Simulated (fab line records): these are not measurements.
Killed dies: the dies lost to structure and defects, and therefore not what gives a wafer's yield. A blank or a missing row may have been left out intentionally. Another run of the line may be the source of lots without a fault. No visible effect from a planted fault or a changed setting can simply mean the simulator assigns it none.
Split-lot trial	flow n5Finfet	21 wafers read across 7 lots, on a route 1938 steps long

ON THE SPLIT
At N5_HKMG_FIN_COAT_06 (resist thk 90 nm), the setting spinRpm was moved away from the recipe's 1500 rpm on 4 of the 21 wafers read, by -9.7% to +8.1%. This setting was run at the recipe's value on the other wafers.

FROM THE SPLIT TO THE READING: what the file shows between them, 4 steps
- N5_HKMG_FIN_EBR_08
- N5_HKMG_FIN_SOFTBAKE_07: time 60 s
- N5_HKMG_FIN_EXPOSE_09: exposes mask NWFM
- N5_HKMG_FIN_PEB_10: peb time 60 s

THE READING
CAR-ArF_of_HKMG_FIN_COAT_06.thkNm (the simulator's own value, which no gauge read), in nm, at N5_HKMG_FIN_DEVELOP_11 (develop time 30 s). There is no usual value for it anywhere in the file. The 17 wafers here that ran the recipe average 88.4 nm, standard deviation 0.25 nm.

wafer	tool, chamber at the split	spinRpm as run, rpm	against the recipe	CAR-ArF_of_HKMG_FIN_COAT_06.thkNm, nm	against lot-mates on the recipe
L077.1	lithoTrack-03, 0	1500	recipe	88.8	-
L077.2	lithoTrack-03, 0	1500	recipe	89	-
L077.4	lithoTrack-03, 0	1355	-9.7%	93.6	+4.7
L079.1	lithoTrack-03, 0	1500	recipe	88.2	-
L079.3	lithoTrack-03, 0	1500	recipe	88.2	-
L079.4	lithoTrack-03, 0	1500	recipe	88.4	-
L087.1	lithoTrack-03, 0	1500	recipe	88.4	-
L087.2	lithoTrack-03, 0	1500	recipe	88.4	-
L087.4	lithoTrack-03, 0	1500	recipe	88.6	-
L089.2	lithoTrack-04, 0	1621	+8.1%	84.6	-3.4
L089.6	lithoTrack-04, 0	1621	+8.1%	84.6	-3.4
L089.3	lithoTrack-04, 0	1500	recipe	88	-
L092.2	lithoTrack-04, 0	1387	-7.5%	92	+3.7
L092.4	lithoTrack-04, 0	1500	recipe	88.4	-
L092.5	lithoTrack-04, 0	1500	recipe	88.2	-
L093.3	lithoTrack-03, 0	1500	recipe	88.4	-
L093.5	lithoTrack-03, 0	1500	recipe	88.4	-
L093.6	lithoTrack-03, 0	1500	recipe	88	-
L096.3	lithoTrack-03, 0	1500	recipe	88.2	-
L096.4	lithoTrack-03, 0	1500	recipe	88.2	-
L096.6	lithoTrack-03, 0	1500	recipe	88.2	-

FIT RESULTS
A straight line over all 21 wafers: CAR-ArF_of_HKMG_FIN_COAT_06.thkNm changes by -0.495 nm for each +1% of spinRpm; r = -0.99; the points scatter about the line by 0.27 nm.
The same after taking each lot's own level away (the mean of its wafers on the recipe; 21 wafers): -0.457 nm for each +1%; r = -1.00; scatter 0.15 nm.
That fit puts the effect of the largest move of spinRpm on the reading at 4.4 nm.
From 88.00 to 88.90 nm: that is the span of the lots' own levels, equal to 3.6 times the standard deviation above.
So the lot-to-lot level changes the slope little: the two slopes agree.
Check: with one of the wafers moved furthest among these (-9.7%) left out of the fit, the line predicts +4.33 nm for it against its lot-mates. It came out at +4.7 nm against them.

THE OTHER SPLITS THESE WAFERS WENT THROUGH
Before the reading, these wafers also passed through other splits. Each is held against what the fit with the lots' levels taken away leaves over:
other split on the same wafers	wafers away from the commonest value	r with CAR-ArF_of_HKMG_FIN_COAT_06.thkNm (lot level and that fit taken away)
N5_PMOS_HMC_CHANNEL_EPI_HM_DEP_34 timeS	4	-0.31
N5_PMOS_HMC_CHANNEL_EPI_PEB_07 pebTempC	8	+0.18
N5_FIN_SAQP_SPACER1_ALD_24 tempC	6	+0.06
N5_FIN_SAQP_COAT_68 spinRpm	5	-0.19
N5_DUMMY_GATE_ETCH_37 sourceW	7	-0.35
N5_DUMMY_GATE_ETCH_32 timeS	7	-0.12
N5_SD_EPI_P_DESCUM_14 timeS	7	-0.02

THE WHOLE CHAIN: every reading that the file lists as answering this split, in the file's order
step	what it does	reading	change (the file's fit)	r (the file's)
N5_HKMG_FIN_COAT_06	resist thk 90 nm	CAR-ArF_of_HKMG_FIN_COAT_06.thkNm (the simulator's own value, which no gauge read)	-0.46 nm for each +1% of the setting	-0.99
N5_HKMG_FIN_DEVELOP_11	develop time 30 s	CAR-ArF_of_HKMG_FIN_COAT_06.thkNm (the simulator's own value, which no gauge read)	-0.468 nm for each +1% of the setting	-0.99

FILE'S OWN FIT
CAR-ArF_of_HKMG_FIN_COAT_06.thkNm changes by -0.468 nm for each +1% of spinRpm, r = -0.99.
